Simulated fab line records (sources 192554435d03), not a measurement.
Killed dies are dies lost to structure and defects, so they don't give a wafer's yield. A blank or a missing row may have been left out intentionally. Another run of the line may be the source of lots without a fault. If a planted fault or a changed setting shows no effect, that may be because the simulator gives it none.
fab line records -- flow n5_finfet
[record] lots = 6, wafers = 16, last_day = 16
route steps=1938 shown BEOL_M4@1048 PASSIVATION@1936
lots untouched by any fault: they come from a run of this same line in which no faults occurred
start_h: hours from the record's opening day to when the first of the lot's shown wafers began -- wait_h: hours since the lot's step before -- " the same as in the row above -- L1.1+2: one row covering several wafers at once -- - no value, or no start given -- * or withheld: withheld -- < > ~ a bound
route shown NAME@n: a module of which the file shows steps, and the number in the route of the first -- usual: mean/standard deviation taken from wafers without a fault -- same: alike in all rows -- chamber/n: place in a boat -- sites: the reading at each site -- _std_site: their standard deviation -- _edge_site: outer sites' mean less inner sites' -- radius_mm: how far each site lies from the wafer's centre -- mask NAME#n: copy n -- behind: the tool/chamber that last shaped the wafer -- hold: why the lot was held/for how many hours/how that ended -- device: names the non-switching transistor (n, p or np) -- end of line: at the end of the route, the tests of the same wafers -- a step without rows: its recipe alone -- killed: count of dies lost to structure and defects at first sort (not the wafer's yield) -- map: per-die view of a wafer (x killed, . not killed, _ where there is no die)
set.NAME: the run value of the setting; set.NAME@STEP: its run value at that earlier step -- model.NAME: the simulator's own value behind a step, which no gauge read
lots seen at some steps along the route; tables by step, rows by wafer
services: from which hour (start_h, from the record's first day; less than 0 if before it) a tool's chamber was out of use, for how many hours, and why
[[steps]]
[step N5_BEOL_M4_COAT_68]
[recipe] resist = SiARC, temp_c = 220, time_s = 60, spin_rpm = 1500, resist_thk_nm = 12
[step N5_BEOL_M4_COAT_76]
[recipe] resist = underlayer, temp_c = 205, time_s = 60, spin_rpm = 1500, resist_thk_nm = 5
[step N5_BEOL_M4_COAT_22]
[recipe] resist = CAR-EUV, spin_rpm = 1500, resist_thk_nm = 30
[step N5_BEOL_M4_EBR_24]
[recipe] solvent = PGMEA, ebr_width_mm = 1.5
[step N5_BEOL_M4_SOFTBAKE_23]
[recipe] temp_c = 110, time_s = 60, resist = CAR-EUV
[step N5_BEOL_M4_EXPOSE_25]
[recipe] mask_id = V3, na = 0.33, source_shape = quasar, sigma_inner = 0.2, sigma_outer = 0.8, polarization = unpolarized, defocus_nm = 5, dose_mj = 63
[step N5_BEOL_M4_PEB_26]
[recipe] peb_temp_c = 100, peb_time_s = 60, resist = CAR-EUV
[step N5_BEOL_M4_DEVELOP_27]
[recipe] develop_time_s = 30, developer = TMAH, resist = CAR-EUV, rinse_liquid = surfactant_rinse, dry = air_spin, dev_temp_c = 23
[step N5_BEOL_M4_CD_MEAS_28]
[recipe] target_cd_nm = 26.2, landing_energy_ev = 500, detector = se_inlens, target_cd_y_nm = 24.1, polarity = opening
[usual] cd_nm = 26.18/0.25
lot.wafer,tool,chamber,start_h,wait_h,cd_nm
L925.1,cd_sem-03,0,160.77,-,26.07
L925.2,cd_sem-03,0,160.77,-,25.99
L925.3,cd_sem-03,0,160.77,-,26.26
L927.1,cd_sem-03,0,180.77,-,25.83
L927.2,cd_sem-03,0,180.77,-,25.95
L927.4,cd_sem-03,0,180.77,-,26.45
L932.2,cd_sem-03,0,201.63,-,26.34
L932.5,cd_sem-03,0,201.63,-,26.16
L932.6,cd_sem-03,0,201.63,-,26.42
L933.2,cd_sem-01,0,211.93,-,25.89
L933.6,cd_sem-01,0,211.93,-,26.32
L936.1,cd_sem-02,0,225.02,-,26.40
L936.4,cd_sem-02,0,225.02,-,25.78
L936.5,cd_sem-02,0,225.02,-,26.08
L942.4,cd_sem-01,0,266.76,-,25.93
L942.5,cd_sem-01,0,266.76,-,26.25
[step N5_BEOL_M4_OVL_MEAS_29]
[recipe] points_per_wafer = 522
[usual] V3_OVL = -0.1/0.79
[same] points_per_wafer = 522
lot.wafer,tool,chamber,start_h,wait_h,V3_OVL[nm]
L925.1,overlay-02,0,160.80,0.0,0.4
L925.2,overlay-02,0,160.80,0.0,0.3
L925.3,overlay-02,0,160.80,0.0,-0.1
L927.1,overlay-01,0,180.80,0.0,-1.4
L927.2,overlay-01,0,180.80,0.0,-0.4
L927.4,overlay-01,0,180.80,0.0,-0.5
L932.2,overlay-01,0,201.67,0.0,1.4
L932.5,overlay-01,0,201.67,0.0,0.9
L932.6,overlay-01,0,201.67,0.0,0.7
L933.2,overlay-01,0,211.97,0.0,0.6
L933.6,overlay-01,0,211.97,0.0,0.5
L936.1,overlay-02,0,225.05,0.0,0.6
L936.4,overlay-02,0,225.05,0.0,1.0
L936.5,overlay-02,0,225.05,0.0,1.7
L942.4,overlay-02,0,266.80,0.0,-0.7
L942.5,overlay-02,0,266.80,0.0,-0.5
[step N5_BEOL_M4_INSPECT_30]
[recipe] mode = adi, inspect_instrument = brightfield
[usual] raw_defect_count = 380/83
lot.wafer,tool,chamber,start_h,wait_h,raw_defect_count
L925.1,defect_inspect-02,-,160.86,0.1,277
L925.2,defect_inspect-02,-,160.86,0.1,458
L925.3,defect_inspect-02,-,160.86,0.1,254
L927.1,defect_inspect-01,-,180.86,0.1,282
L927.2,defect_inspect-01,-,180.86,0.1,454
L927.4,defect_inspect-01,-,180.86,0.1,373
L932.2,defect_inspect-02,-,201.72,0.0,223
L932.5,defect_inspect-02,-,201.72,0.0,417
L932.6,defect_inspect-02,-,201.72,0.0,341
L933.2,defect_inspect-01,-,212.02,0.0,375
L933.6,defect_inspect-01,-,212.02,0.0,514
L936.1,defect_inspect-01,-,225.11,0.1,407
L936.4,defect_inspect-01,-,225.11,0.1,375
L936.5,defect_inspect-01,-,225.11,0.1,432
L942.4,defect_inspect-01,-,266.84,0.0,322
L942.5,defect_inspect-01,-,266.84,0.0,341
[step N5_BEOL_M4_DESCUM_33]
[recipe] chemistry = O2, time_s = 7, source_power_w = 50, bias_power_w = 20, pressure_mtorr = 20, rf_frequency_hz = 2.712e+07, temp_c = 40, resist = CAR-EUV, o2_flow_sccm = 225
[usual] bias_power_w = 20.00/0.063, drypump_motor_current_A = 5.7/0.44, oes_product_au = 0.81/0.074, rf_vpp_V = 242.9/1.1, showerhead_plenum_p_Torr = 2.07/0.05, temp_c = 40.01/0.11, throttle_valve_pct = 20.45/0.26
lot.wafer,tool,chamber,start_h,wait_h,bias_power_w,drypump_motor_current_A,oes_product_au,rf_hours_counter_h,rf_vpp_V,showerhead_plenum_p_Torr,temp_c,throttle_valve_pct
L925.1,rie_diel-04,3,161.51,0.6,20.11,6.0,0.94,18,243.0,2.05,40.19,20.19
L925.2,rie_diel-04,0,161.51,0.6,19.93,5.9,0.79,119,243.4,2.01,39.86,20.24
L925.3,rie_diel-04,2,161.51,0.6,19.99,5.3,0.93,13,242.2,2.07,39.92,20.23
L927.1,rie_diel-01,3,180.90,0.0,20.03,6.0,0.81,98,243.5,2.09,40.10,20.42
L927.2,rie_diel-01,1,180.90,0.0,20.06,5.7,0.68,224,244.5,2.08,40.03,21.20
L927.4,rie_diel-01,2,180.90,0.0,19.85,5.3,0.77,135,244.3,2.17,39.95,20.37
L932.2,rie_diel-01,0,202.02,0.3,19.96,6.3,0.76,148,242.8,2.11,40.06,20.52
L932.5,rie_diel-01,2,202.02,0.3,19.97,5.3,0.75,-,244.2,2.16,40.02,20.38
L932.6,rie_diel-01,3,202.02,0.3,20.03,6.0,0.80,-,243.5,2.09,40.05,20.44
L933.2,rie_diel-04,2,212.05,0.0,20.05,5.3,0.91,29,242.3,2.07,39.94,20.28
L933.6,rie_diel-04,2,212.05,0.0,20.02,5.3,0.90,-,242.3,2.06,40.17,20.26
L936.1,rie_diel-04,2,225.15,0.0,19.98,5.4,0.89,33,241.2,2.06,40.10,20.26
L936.4,rie_diel-04,3,225.15,0.0,19.88,6.0,0.90,39,241.8,2.04,40.06,20.22
L936.5,rie_diel-04,1,225.15,0.0,19.93,5.4,0.85,-,243.4,2.14,39.99,20.49
L942.4,rie_diel-01,3,266.89,0.0,20.13,6.0,0.78,-,243.7,2.08,39.98,20.47
L942.5,rie_diel-01,2,266.89,0.0,20.03,5.3,0.73,-,243.8,2.16,39.87,20.42
[step N5_BEOL_M4_ETCH_77]
[recipe] chemistry = N2/H2, target = underlayer, target_depth_a = 65, mask_material = CAR-EUV, time_s = 5.2, ion_energy_ev = 200, pressure_mtorr = 30, source_w = 840, bias_w = 150, n2_flow_sccm = 200, h2_flow_sccm = 200, ends = cleared
[usual] drypump_motor_current_A = 5.7/0.44, etch_rf_on_time_s = 5.22/0.13, oes_product_au = 0.69/0.065, rf_vpp_V = 523.1/2.1, showerhead_plenum_p_Torr = 2.52/0.064, throttle_valve_pct = 17.9/0.31
lot.wafer,tool,chamber,start_h,wait_h,drypump_motor_current_A,etch_rf_on_time_s,oes_product_au,rf_hours_counter_h,rf_vpp_V,showerhead_plenum_p_Torr,throttle_valve_pct
L925.1,rie_diel-04,3,161.54,0.0,6.0,5.03,0.82,18,521.5,2.48,17.4
L925.2,rie_diel-04,0,161.54,0.0,5.9,5.37,0.66,119,522.2,2.47,18.0
L925.3,rie_diel-04,2,161.54,0.0,5.4,5.18,0.80,13,522.1,2.52,17.7
L927.1,rie_diel-01,3,180.93,0.0,6.0,5.19,0.69,98,523.0,2.56,17.9
L927.2,rie_diel-01,1,180.93,0.0,5.7,5.32,0.58,224,525.3,2.52,18.6
L927.4,rie_diel-01,2,180.93,0.0,5.3,3.55,0.81,135,526.8,2.66,18.1
L932.2,rie_diel-01,0,202.05,0.0,6.3,5.16,0.66,148,524.0,2.57,18.0
L932.5,rie_diel-01,2,202.05,0.0,5.3,3.57,0.81,-,526.1,2.66,18.1
L932.6,rie_diel-01,3,202.05,0.0,6.0,5.21,0.68,-,524.7,2.56,17.9
L933.2,rie_diel-04,2,212.09,0.0,5.4,5.16,0.76,29,522.7,2.51,17.8
L933.6,rie_diel-04,2,212.09,0.0,5.4,5.18,0.77,-,520.2,2.51,17.8
L936.1,rie_diel-04,2,225.18,0.0,5.4,5.22,0.77,33,523.9,2.51,17.8
L936.4,rie_diel-04,3,225.18,0.0,6.0,5.06,0.76,39,521.8,2.47,17.5
L936.5,rie_diel-04,1,225.18,0.0,5.4,5.24,0.70,-,522.9,2.59,17.9
L942.4,rie_diel-01,3,266.92,0.0,5.9,5.13,0.66,-,524.2,2.55,18.0
L942.5,rie_diel-01,2,266.92,0.0,5.3,5.22,0.62,-,525.8,2.65,18.1
[step N5_BEOL_M4_ETCH_69]
[recipe] chemistry = CF4, target = SiARC, target_depth_a = 156, mask_material = CAR-EUV, time_s = 26, ion_energy_ev = 80, pressure_mtorr = 40, source_w = 545, bias_w = 36, Ar_flow_sccm = 100, cf4_flow_sccm = 100, ends = cleared
[usual] drypump_motor_current_A = 5.7/0.44, etch_rf_on_time_s = 26.1/0.64, oes_product_au = 0.69/0.064, rf_vpp_V = 183.9/1, showerhead_plenum_p_Torr = 2.12/0.053, throttle_valve_pct = 15.64/0.24
lot.wafer,tool,chamber,start_h,wait_h,drypump_motor_current_A,etch_rf_on_time_s,oes_product_au,rf_hours_counter_h,rf_vpp_V,showerhead_plenum_p_Torr,throttle_valve_pct
L925.1,rie_diel-04,3,161.56,0.0,6.1,25.3,0.82,18,184.3,2.11,15.30
L925.2,rie_diel-04,0,161.56,0.0,5.9,26.6,0.66,119,182.4,2.06,15.50
L925.3,rie_diel-04,2,161.56,0.0,5.3,25.9,0.80,13,183.9,2.09,15.27
L927.1,rie_diel-01,3,180.95,0.0,6.0,26.7,0.68,98,185.0,2.18,15.78
L927.2,rie_diel-01,1,180.95,0.0,5.7,26.8,0.58,224,184.9,2.10,16.13
L927.4,rie_diel-01,2,180.95,0.0,5.3,25.8,0.64,135,183.5,2.23,15.70
L932.2,rie_diel-01,0,202.07,0.0,6.3,25.8,0.67,148,183.7,2.18,15.79
L932.5,rie_diel-01,2,202.07,0.0,5.3,26.2,0.63,-,183.8,2.23,15.71
L932.6,rie_diel-01,3,202.07,0.0,5.9,26.1,0.68,-,185.1,2.18,15.81
L933.2,rie_diel-04,2,212.10,0.0,5.3,26.2,0.76,29,183.1,2.09,15.30
L933.6,rie_diel-04,2,212.10,0.0,5.4,26.4,0.77,-,183.9,2.09,15.30
L936.1,rie_diel-04,2,225.20,0.0,5.4,26.1,0.76,33,182.9,2.09,15.32
L936.4,rie_diel-04,3,225.20,0.0,6.0,25.4,0.77,39,184.2,2.10,15.37
L936.5,rie_diel-04,1,225.20,0.0,5.4,25.7,0.71,-,184.5,2.17,15.62
L942.4,rie_diel-01,3,266.95,0.0,6.0,26.3,0.66,-,185.1,2.17,15.87
L942.5,rie_diel-01,2,266.95,0.0,5.3,26.1,0.62,-,186.1,2.22,15.75
[step N5_BEOL_M4_RC_MEAS_101]
[usual] DIBL_N = 36.0/1.9, DIBL_P = 35.6/2.4, IOFF_N = 0.16/0.036, IOFF_P = 0.21/0.04, ION_N = 673/14, ION_P = 460/8.9, SS_N = 71.5/0.67, SS_P = 73.2/0.73, VT_N = 249/3.6, VT_P = -250/3.7
lot.wafer,tool,chamber,start_h,wait_h,DIBL_N[mV/V],DIBL_P[mV/V],IOFF_N[nA/um],IOFF_P[nA/um],ION_N[uA/um],ION_P[uA/um],SS_N[mV/dec],SS_P[mV/dec],VT_N[mV],VT_P[mV]
L925.1,prober-02,0,168.91,0.0,34.5,34.3,0.14,0.15,677,453,71.4,72.0,254,-255
L925.2,prober-02,0,168.91,0.0,38.4,38.8,0.20,0.21,669,453,72.6,73.2,248,-252
L925.3,prober-02,0,168.91,0.0,35.8,36.4,0.15,0.17,676,452,70.8,72.6,250,-255
L927.1,prober-02,0,188.83,0.0,38.6,37.7,0.19,0.27,685,474,71.8,73.7,247,-245
L927.2,prober-02,0,188.83,0.0,40.2,40.2,0.23,0.32,692,470,71.6,74.5,244,-242
L927.4,prober-02,0,188.83,0.0,39.8,40.0,0.23,0.30,696,475,72.3,74.6,244,-244
L932.2,prober-01,0,211.48,0.2,33.6,33.0,0.13,0.20,657,463,71.4,72.7,251,-247
L932.5,prober-01,0,211.48,0.2,33.0,32.6,0.12,0.19,669,461,70.4,72.3,250,-245
L932.6,prober-01,0,211.48,0.2,38.2,37.4,0.21,0.27,678,460,72.5,73.6,244,-242
L933.2,prober-01,0,218.58,0.2,35.6,34.3,0.15,0.20,684,475,71.3,73.2,248,-247
L933.6,prober-01,0,218.58,0.2,36.9,34.6,0.17,0.21,656,452,72.3,73.4,250,-250
L936.1,prober-01,0,231.31,0.0,37.0,35.3,0.18,0.20,693,472,72.2,73.9,249,-252
L936.4,prober-01,0,231.31,0.0,36.9,35.9,0.17,0.20,680,462,71.3,73.5,250,-252
L936.5,prober-01,0,231.31,0.0,35.8,33.9,0.14,0.17,663,448,70.5,73.6,250,-255
L942.4,prober-02,0,281.83,0.5,35.1,34.8,0.15,0.21,665,453,71.4,73.8,251,-249
L942.5,prober-02,0,281.83,0.5,40.8,42.4,0.30,0.37,708,474,73.0,75.8,241,-242
[step N5_PASSIVATION_PROBE_49]
[usual] defect_limited_yield = 91.2/1.4, killed_at_M0_to_M3 = 32/9.3, killed_at_M4_up = 14/4.9, killed_at_contacts = 15/7.5, killed_at_front_end = 40/11, killed_at_other = 4/3.3, killed_dies = 104/17, killed_open = 68/14, killed_short = 33/7.9, sort_bin_5_function = 5.2/0.99, sort_bin_6_memory = 3.2/0.65, sort_bin_8_speed = 0.03/0.19, sort_n_pass = 1076/17, sort_yield_pct = 91.1/1.5
[same] gross_dies = 1180, killed_at_back_side = 0, sort_bin_4_leakage[%] = 0
lot.wafer,tool,chamber,start_h,wait_h,defect_limited_yield[%],killed_at_M0_to_M3,killed_at_M4_up,killed_at_contacts,killed_at_front_end,killed_at_other,killed_dies,killed_open,killed_short,sort_bin_5_function[%],sort_bin_6_memory[%],sort_bin_8_speed[%],sort_n_pass,sort_yield_pct[%]
L925.1,prober-01,-,272.80,0.0,91.0,54,8,13,29,2,106,71,35,5.5,3.1,0,1074,91.0
L925.2,prober-01,-,272.85,0.1,91.4,36,18,8,36,4,102,74,28,4.4,4.2,0,1078,91.4
L925.3,prober-01,-,272.90,0.1,93.1,31,20,6,23,2,82,62,20,4.5,2.2,0,1098,93.1
L927.1,prober-02,-,287.81,0.0,92.0,31,11,30,21,1,94,58,35,4.8,3.0,0,1086,92.0
L927.2,prober-02,-,287.86,0.1,89.7,52,8,29,29,4,122,70,37,5.8,3.7,0,1058,89.7
L927.4,prober-02,-,287.96,0.2,77.6,37,12,36,173,6,264,77,35,17.5,3.6,0,916,77.6
L933.2,prober-02,-,312.20,0.1,89.7,41,19,12,39,11,122,67,52,6.7,3.2,0,1058,89.7
L933.6,prober-02,-,312.40,0.3,87.5,50,14,14,60,10,148,100,47,8.0,4.3,0,1032,87.5
L932.2,prober-01,-,316.57,0.1,89.7,27,13,4,71,6,121,64,40,5.6,3.2,0,1059,89.7
L932.5,prober-01,-,316.72,0.2,92.5,23,15,17,27,7,89,41,35,4.8,2.1,0.08,1091,92.5
L932.6,prober-01,-,316.77,0.3,90.1,38,14,11,52,2,117,57,44,4.9,3.2,0,1063,90.1
L936.1,prober-01,-,324.06,0.0,90.7,32,23,7,45,3,110,73,28,5.7,3.0,0.08,1070,90.7
L936.4,prober-01,-,324.21,0.2,90.3,22,23,14,53,2,114,73,40,6.3,3.0,0,1066,90.3
L936.5,prober-01,-,324.26,0.2,90.0,36,9,12,61,0,118,78,39,6.2,3.3,0,1062,90.0
L942.4,prober-02,-,378.57,0.2,91.2,33,9,12,46,4,104,66,36,5.1,3.4,0,1076,91.2
L942.5,prober-02,-,378.62,0.2,89.4,39,9,18,58,1,125,89,36,6.1,4.0,0,1055,89.4
// killed by level:class
L925.1 BEOL_M0_SAQP:geometric_particle:short=17 BEOL_M1:geometric_particle:open=17 STI_FIN_REVEAL:geometric_particle:open=13 BEOL_M0_SAQP:geometric_particle:open=12 MOL_CONTACT_COAG:geometric_particle:open=10 GATE_CUT:geometric_particle:short=6 BEOL_M4:geometric_particle:open=5 BEOL_M0:geometric_particle:open=3
L925.2 STI_FIN_REVEAL:geometric_particle:open=13 BEOL_M1:geometric_particle:open=13 MOL_CONTACT_COAG:geometric_particle:open=7 BEOL_M0:geometric_particle:open=6 FIN_SAQP:geometric_particle:short=5 BEOL_M0_SAQP:geometric_particle:short=5 BEOL_M0_SAQP:geometric_particle:open=5 BEOL_M5:geometric_particle:open=4
L925.3 BEOL_M3:geometric_particle:open=10 STI_FIN_REVEAL:geometric_particle:open=7 BEOL_M1:geometric_particle:open=7 BEOL_M4:geometric_particle:open=7 BEOL_M1:geometric_particle:short=5 MOL_CONTACT_COAG:geometric_particle:open=4 BEOL_M5:geometric_particle:open=4 FIN_SAQP:geometric_particle:open=3
L927.1 MOL_CONTACT_COAG:geometric_particle:open=25 BEOL_M0_SAQP:geometric_particle:short=9 MOL_CONTACT_COAG:geometric_particle:short=5 BEOL_M5:geometric_particle:open=5 BEOL_M1:geometric_particle:open=4 BEOL_M0_SAQP:geometric_particle:open=4 BEOL_M2:geometric_particle:open=4 BEOL_M3:geometric_particle:short=4
L927.2 MOL_CONTACT_COAG:geometric_particle:open=16 BEOL_M0_SAQP:geometric_particle:open=15 BEOL_M0_SAQP:geometric_particle:short=13 MOL_CONTACT_COAG:area_etch=9 BEOL_M1:geometric_particle:open=8 FIN_SAQP:geometric_particle:open=6 BEOL_M2:geometric_particle:open=6 HKMG_FIN:area_etch=6
L927.4 FIN_CUT:area_etch=142 MOL_CONTACT_COAG:geometric_particle:open=29 BEOL_M0_SAQP:geometric_particle:open=12 BEOL_M2:geometric_particle:open=11 STI_FIN_REVEAL:geometric_particle:open=7 MOL_CONTACT_COAG:geometric_particle:short=7 HKMG_FIN:area_etch=7 BEOL_M0_SAQP:geometric_particle:short=6
L933.2 BEOL_M2:geometric_particle:open=12 GATE_CUT:geometric_particle:short=11 MOL_CONTACT_COAG:geometric_particle:open=11 BEOL_M0_SAQP:geometric_particle:open=9 BEOL_M3:geometric_particle:short=9 FIN_SAQP:geometric_particle:short=8 BEOL_M0_SAQP:geometric_particle:short=6 FIN_SAQP:geometric_particle:open=5
L933.6 BEOL_M0_SAQP:geometric_particle:open=16 MOL_CONTACT_COAG:geometric_particle:open=13 BEOL_M0_SAQP:geometric_particle:short=12 FIN_SAQP:geometric_particle:open=10 FIN_SAQP:geometric_particle:short=10 BEOL_M1:geometric_particle:open=9 BEOL_M4:geometric_particle:open=9 DUMMY_GATE:geometric_particle:open=8
L932.2 FIN_SAQP:geometric_particle:short=16 HKMG_FIN:area_etch=16 FIN_SAQP:geometric_particle:open=11 BEOL_M1:geometric_particle:open=9 STI_FIN_REVEAL:geometric_particle:open=6 GATE_CUT:geometric_particle:open=5 GATE_CUT:geometric_particle:short=5 MOL_CONTACT_COAG:geometric_particle:open=4
L932.5 MOL_CONTACT_COAG:geometric_particle:open=7 MOL_CONTACT_COAG:area_etch=7 STI_FIN_REVEAL:geometric_particle:open=5 GATE_CUT:geometric_particle:short=5 BEOL_M0:geometric_particle:short=5 FIN_SAQP:geometric_particle:open=4 GATE_CUT:geometric_particle:open=3 MOL_CONTACT_COAG:geometric_particle:short=3
L932.6 HKMG_FIN:area_etch=16 BEOL_M0_SAQP:geometric_particle:short=9 MOL_CONTACT_COAG:geometric_particle:open=7 BEOL_M4:geometric_particle:open=7 FIN_SAQP:geometric_particle:short=6 GATE_CUT:geometric_particle:short=6 BEOL_M1:geometric_particle:short=6 FIN_SAQP:geometric_particle:open=5
L936.1 BEOL_M4:geometric_particle:open=14 STI_FIN_REVEAL:geometric_particle:open=9 BEOL_M3:geometric_particle:open=8 FIN_SAQP:geometric_particle:short=7 MOL_CONTACT_COAG:geometric_particle:open=7 FIN_SAQP:geometric_particle:open=6 BEOL_M0_SAQP:geometric_particle:short=6 GATE_CUT:geometric_particle:short=5
L936.4 FIN_SAQP:geometric_particle:short=18 FIN_SAQP:geometric_particle:open=12 MOL_CONTACT_COAG:geometric_particle:open=12 BEOL_M4:geometric_particle:open=11 BEOL_M3:geometric_particle:open=8 BEOL_M4:geometric_particle:short=5 BEOL_M2:geometric_particle:open=4 STI_FIN_REVEAL:geometric_particle:short=3
L936.5 FIN_SAQP:geometric_particle:open=12 MOL_CONTACT_COAG:geometric_particle:open=9 BEOL_M0_SAQP:geometric_particle:open=9 FIN_SAQP:geometric_particle:short=7 BEOL_M0:geometric_particle:open=7 SPACER0:geometric_particle:open=6 STI_FIN_REVEAL:geometric_particle:open=6 SPACER0:geometric_particle:short=6
L942.4 DUMMY_GATE:geometric_particle:open=9 FIN_SAQP:geometric_particle:open=8 MOL_CONTACT_COAG:geometric_particle:open=8 STI_FIN_REVEAL:geometric_particle:open=7 BEOL_M0_SAQP:geometric_particle:short=7 BEOL_M2:geometric_particle:open=7 BEOL_M0_SAQP:geometric_particle:open=6 BEOL_M1:geometric_particle:open=6
L942.5 MOL_CONTACT_COAG:geometric_particle:open=15 STI_FIN_REVEAL:geometric_particle:open=14 DUMMY_GATE:geometric_particle:open=9 BEOL_M0_SAQP:geometric_particle:open=9 BEOL_M2:geometric_particle:open=8 BEOL_M1:geometric_particle:open=7 FIN_SAQP:geometric_particle:open=5 GATE_CUT:geometric_particle:short=5
[[services]]
tool,chamber,start_h,hours,kind
rie_diel-04,-,148.85,0.1,repair
rie_diel-04,2,172.28,4.3,repair
rie_diel-04,-,190.71,1.6,repair
rie_diel-04,2,242.38,12.5,repair
rie_diel-01,1,260.23,-,clean
rie_diel-01,1,260.23,-,consumable_replace:esc
rie_diel-01,1,260.23,-,consumable_replace:focus_ring
rie_diel-01,1,260.23,28.3,scheduled_down
rie_diel-01,1,260.23,28.3,vent_cycle
[[key]]
[first_sign] step = N5_BEOL_M4_ETCH_77, reading = etch_rf_on_time_s, direction = down, sigmas = 12, usual = *, struck = *
effect none on later readings
met_at N5_BEOL_M4_ETCH_77
struck_wafers L927.4,L932.5
[baseline_loss] step = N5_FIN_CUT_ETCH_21, wafers = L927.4
[baseline_loss] step = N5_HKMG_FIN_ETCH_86, wafers = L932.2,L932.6
[fault] kind = process_parameter_drift, tool = rie_diel-01, chamber = 2, onset_h = 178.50, steps = N5_BEOL_M4_ETCH_77, channel = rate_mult, offset = 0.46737, shape = step, end_h = 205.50
// baseline_loss: these wafers lose ten dies or more at that step, a loss of the line's own and not of a fault; the sort's usual values leave them out
